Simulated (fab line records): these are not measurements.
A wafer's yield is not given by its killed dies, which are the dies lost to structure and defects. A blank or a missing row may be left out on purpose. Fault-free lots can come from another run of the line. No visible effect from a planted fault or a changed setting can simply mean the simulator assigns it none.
Lot-split experiment | flow n5Finfet | 21 wafers read from 7 lots, route of 1938 steps

== THE SPLIT ITSELF ==
At N5_BEOL_M13_ETCH_68 (etches SOC in N2/H2, time 355 s), the setting timeS was moved away from the recipe's 355 s on 10 of the 21 wafers read, by -13.9% to +21.4%. All remaining wafers had this setting at the recipe value.

Reading taken at the split's own step.

== THE READING ==
SiARC_of_BEOL_M13_COAT_66.thkNm (the simulator's own value, which no gauge read), in nm, at N5_BEOL_M13_ETCH_68 (etches SOC in N2/H2, time 355 s). No usual value for it is given in the file. The 11 wafers here that ran the recipe average 76.7 nm, standard deviation 0.32 nm.

wafer  | tool, chamber at the split | timeS as run, s | against the recipe | SiARC_of_BEOL_M13_COAT_66.thkNm, nm | against lot-mates on the recipe
L076.1 | rieDiel-03, 2              | 355             | recipe             | 76.8                                | -
L076.2 | rieDiel-03, 0              | 305.8           | -13.9%             | 81.2                                | +4.4
L076.6 | rieDiel-03, 1              | 305.8           | -13.9%             | 81.6                                | +4.8
L080.1 | rieDiel-03, 1              | 355             | recipe             | 77.2                                | -
L080.2 | rieDiel-03, 2,0            | 333.3           | -6.1%              | 79.4                                | +2.2
L080.4 | rieDiel-03, 2,0            | 333.3           | -6.1%              | 79.4                                | +2.2
L082.1 | rieDiel-02, 2              | 393.2           | +10.8%             | 73.4                                | -2.8
L082.2 | rieDiel-02, 1              | 355             | recipe             | 76.2                                | -
L082.6 | rieDiel-02, 0              | 393.2           | +10.8%             | 73.2                                | -3.0
L084.2 | rieDiel-02, 1              | 355             | recipe             | 76.4                                | -
L084.3 | rieDiel-02, 2              | 355             | recipe             | 76.8                                | -
L084.5 | rieDiel-02, 2              | 355             | recipe             | 76.8                                | -
L089.2 | rieDiel-02, 3,0            | 430.8           | +21.4%             | 69.6                                | -6.6
L089.5 | rieDiel-02, 3,0            | 430.8           | +21.4%             | 69.6                                | -6.6
L089.6 | rieDiel-02, 1              | 355             | recipe             | 76.2                                | -
L093.2 | rieDiel-02, 2              | 355             | recipe             | 77.2                                | -
L093.3 | rieDiel-02, 1,3            | 355             | recipe             | 76.8                                | -
L093.4 | rieDiel-02, 1,3            | 355             | recipe             | 76.8                                | -
L095.4 | rieDiel-02, 2              | 331.6           | -6.6%              | 79.8                                | +3.0
L095.5 | rieDiel-02, 3              | 355             | recipe             | 76.8                                | -
L095.6 | rieDiel-02, 0              | 331.6           | -6.6%              | 79.6                                | +2.8
Where a row lists several chambers, the file gives one row for several wafers and doesn't say which wafer went through which chamber.

THE FIT
A straight line over all 21 wafers: SiARC_of_BEOL_M13_COAT_66.thkNm changes by -0.344 nm for each +1% of timeS; r = -0.99; the points scatter about the line by 0.37 nm.
The same after taking each lot's own level away (the mean of its wafers on the recipe; 21 wafers): -0.319 nm for each +1%; r = -1.00; scatter 0.3 nm.
On that fit, the largest move of timeS shifts the reading by 6.8 nm.
Across the lots, their own levels run from 76.20 to 77.20 nm, a range of 3.1 times the standard deviation given above.
The two slopes agree, so the slope changes little with the lot-to-lot level.
Check: with one of the wafers moved furthest among these (+21.4%) left out of the fit, the line predicts -6.64 nm for it against its lot-mates. Against them it came out at -6.6 nm.

== THE OTHER SPLITS THESE WAFERS WENT THROUGH ==
Before the reading, these wafers also passed through other splits. Each is held against what the fit with the lots' levels taken away leaves over:
other split on the same wafers   | wafers away from the commonest value | r with SiARC_of_BEOL_M13_COAT_66.thkNm (lot level and that fit taken away)
N5_BEOL_M11_ILD_DEP_00 timeS     | 11                                   | +0.04
N5_BEOL_M11_PECVD_70 tempC       | 7                                    | +0.04
N5_BEOL_M11_TRENCH_ETCH_37 timeS | 5                                    | +0.07
N5_BEOL_M11_ETCH_41 timeS        | 5                                    | +0.25

== FILE'S OWN FIT ==
SiARC_of_BEOL_M13_COAT_66.thkNm changes by -0.318 nm for each +1% of timeS, r = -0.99.
